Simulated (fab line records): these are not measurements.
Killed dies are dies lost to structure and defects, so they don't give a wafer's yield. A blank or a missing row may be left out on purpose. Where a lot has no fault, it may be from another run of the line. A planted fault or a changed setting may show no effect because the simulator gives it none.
The tool behind it: which one? / flow nand-harc / route of 1302 steps, sampled at 1 step: 6 lots, 18 wafers

== WHAT EACH GAUGE READ, for each wafer ==
NHARC_A_CHANNEL_HOLE_D2_INSPECT_12.
lot=L923; measured=day 15 19:06; on=defect-inspect-02; raw-defect-count=46 45 49
lot=L926; measured=day 17 12:27; on=defect-inspect-01; raw-defect-count=7 6 2
lot=L932; measured=day 19 12:13; on=defect-inspect-02; raw-defect-count=47 56 46
lot=L933; measured=day 20 07:42; on=defect-inspect-02; raw-defect-count=11 21 21
lot=L938; measured=day 22 10:19; on=defect-inspect-02; raw-defect-count=23 25 15
lot=L939; measured=day 22 15:07; on=defect-inspect-02; raw-defect-count=23 31 26

== WHICH TOOL RAN EACH LOT (tool, then ch and the chambers of the sampled wafers, then the start) ==
Record: no process step prior to these readings.

== THE ANSWER, worked out from the rows above alone ==
Rule: usual is defined by the lots themselves. Put in order of their means at a reading, lots are off if they are a third of the lots or fewer, leave a main group of 4 or more, and stand apart from it by a gap of 3 or more times the standard deviation of the main group's means; of several such gaps the widest counts. If all means in a main group match to the digits the tables above print for the reading, that group is not used. A lot without any number at a reading at which 4 lots or more have one is off too. The other lots that the step has rows for count as sound.
None of the lots is off at any reading shown; this tells nothing.

== WHAT THE SIMULATOR HAD INSERTED ==
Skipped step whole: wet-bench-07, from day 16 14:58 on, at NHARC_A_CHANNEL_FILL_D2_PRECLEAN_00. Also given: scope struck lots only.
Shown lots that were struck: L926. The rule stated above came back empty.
